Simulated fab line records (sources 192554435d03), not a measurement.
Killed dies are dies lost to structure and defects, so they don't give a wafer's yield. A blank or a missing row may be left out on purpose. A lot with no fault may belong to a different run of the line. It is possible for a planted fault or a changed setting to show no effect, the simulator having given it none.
Comparing a struck lot with a sound one || flow n5Finfet || 39 steps out of a route of 1938
Sound: wafers L554.1, L554.3, L554.4. Wafers L556.1, L556.3, L556.4 were the ones struck. The cause comes at the end.
Each step with rows lists, per side, the tool, then ch with its chambers, then its first start. Under that, the readings that differ: sound wafers || struck wafers || difference of the means || sigmas: that difference in standard deviations of wafers without a fault.
alike: words and numbers the same on both sides, and readings whose means are apart by under 2 such deviations; not compared: readings that were withheld, readings missing a value for some wafer, numbers with overlapping values and no deviation given by the record, and bounds like >300 which may hide the same value.
A row with sigmas, a row that says differs or no value, or rows on one side alone: a step with any of these is where the two part. Numbers that don't overlap but have no deviation are shown without sigmas and don't part them. A reading that every wafer of one side lacks parts them only if that side has two wafers or more.

first, 9 steps without rows for these wafers: N5_BEOL_M4_ANNEAL_95 (time 240 s); N5_BEOL_M4_SPUTTER_96 (material Cu, target thk 4.5 nm, time 8.29 s); N5_BEOL_M4_ECD_50 (material Cu, target thk 300 nm); N5_BEOL_M4_ANNEAL_51 (time 90 s); N5_BEOL_M4_CMP_52 (polishes, stops on SiOC, t overpolish 6.8 s, target thk 40 nm); N5_BEOL_M4_PRE_CLEAN_60 (time 15 s); N5_BEOL_M4_CO_CAP_55 (material Co, precursor CCTBA/H2, target thk 2 nm, time 102.1 s); N5_BEOL_M4_PRE_CLEAN_56 (time 15 s); N5_BEOL_M4_DEP_57 (deposits SiCN from 3MS/NH3, target thk 8 nm, time 14 s).
N5_BEOL_M4_RC_MEAS_101:
  sound on prober-01 ch 0, day 8 05:22; struck on prober-02 ch 0, day 8 11:24
  alike: DIBL_N, DIBL_P, IOFF_N, IOFF_P, ION_N, ION_P, SS_N, SS_P, VT_N, VT_P
then, 24 steps without rows for these wafers: N5_BEOL_M5_ILD_DEP_00 (deposits SiCOH lowk from DEMS/porogen, target thk 140.64 nm, time 25.9 s); N5_BEOL_M5_CURE_79 (cures SiCOH lowk, time 240 s); N5_BEOL_M5_PECVD_70 (deposits SiO2 from TEOS/O2, target thk 16 nm, time 18 s); N5_BEOL_M5_HM_DEP_02 (deposits TiN, target thk 20 nm); N5_BEOL_M5_COAT_59 (time 60 s, resist thk 60 nm); N5_BEOL_M5_COAT_60 (time 60 s, resist thk 12 nm); N5_BEOL_M5_COAT_71 (time 60 s, resist thk 5 nm); N5_BEOL_M5_COAT_05 (resist thk 30 nm); N5_BEOL_M5_EBR_07; N5_BEOL_M5_SOFTBAKE_06 (time 60 s); N5_BEOL_M5_EXPOSE_08 (exposes mask M5, target cd 28 nm); N5_BEOL_M5_PEB_09 (peb time 60 s); N5_BEOL_M5_DEVELOP_10 (develop time 30 s); N5_BEOL_M5_DESCUM_16 (chemistry O2, time 7 s); N5_BEOL_M5_ETCH_72 (etches underlayer in N2/H2, target depth 6.5 nm, time 5.2 s); N5_BEOL_M5_ETCH_61 (etches SiARC in CF4, target depth 15.6 nm, time 26 s); N5_BEOL_M5_ETCH_62 (etches SOC in N2/H2, target depth 75 nm, overetch 15 nm, time 112.5 s); N5_BEOL_M5_STRIP_63 (strips in N2/H2); N5_BEOL_M5_STRIP_73 (strips in N2/H2); N5_BEOL_M5_STRIP_64 (strips in CF4); N5_BEOL_M5_HM_OPEN_17 (chemistry Cl2/BCl3, target TiN, target depth 20 nm, overetch 6 nm); N5_BEOL_M5_STRIP_19 (strips in O2); N5_BEOL_M5_COAT_65 (time 60 s, resist thk 60 nm); N5_BEOL_M5_COAT_66 (time 60 s, resist thk 12 nm).
N5_BEOL_M9_ILD_DEP_00: deposits SiCOH lowk from DEMS/porogen, target thk 308.51 nm, time 58 s.
  sound on pecvd-02 ch 0,1, day 9 17:59; struck on pecvd-04 ch 0,1, day 9 20:49
  alike: heaterPowerW, showerheadPlenumPTorr, throttleValvePct
N5_BEOL_M9_CURE_71: cures SiCOH lowk, time 240 s.
  sound on uvCure-03 ch 2, day 9 18:05; struck on uvCure-03 ch 0, day 9 20:53
{"reading": "model.SiCOH_lowk_of_BEOL_M9_ILD_DEP_00.thkNm (nm)", "sound": "260.2 273.2 267", "struck": "547.2 541.4 552.6", "difference": "+280.3", "sigmas": ""}
  alike: lampPowerPct, wafer_temp_C_max
N5_BEOL_M9_THK_MEAS_01:
  sound on filmMetro-01 at day 9 19:05; struck on filmMetro-02 at day 9 21:53
{"reading": "M9_ILD_THK (nm)", "sound": "260 273 267", "struck": "547 541 553", "difference": "+280", "sigmas": "+72"}
N5_BEOL_M9_CMP_52: polishes, stops on SiCOH lowk, t overpolish 7 s, target thk 140 nm.
  sound on cmp-03 ch 0,2,3, day 10 00:11; struck on cmp-03 ch 1,2,3, day 10 06:09
{"reading": "model.SiCOH_lowk_of_BEOL_M9_ILD_DEP_00.thkNm (nm)", "sound": "257.2 270.2 264", "struck": "544.2 538.4 549.6", "difference": "+280.3", "sigmas": ""}
  alike: barrierFieldEndpointS, motorCurrentA, overpolishRunS, timeToEndpointS
-- the record jumps here: 2 days lie between the struck wafers' starts before and after (it left off in module BEOL_M9 and takes up again in module PASSIVATION, whose first step shown is number 1936 of the route) --
N5_PASSIVATION_PROBE_49:
  rows exist in the record for the struck wafers here (prober-02, day 12 16:27), but not for the sound ones

## WHERE THEY PART
At N5_BEOL_M9_THK_MEAS_01 first; at N5_PASSIVATION_PROBE_49 last (within this record only).

WHY: what the simulator had put in
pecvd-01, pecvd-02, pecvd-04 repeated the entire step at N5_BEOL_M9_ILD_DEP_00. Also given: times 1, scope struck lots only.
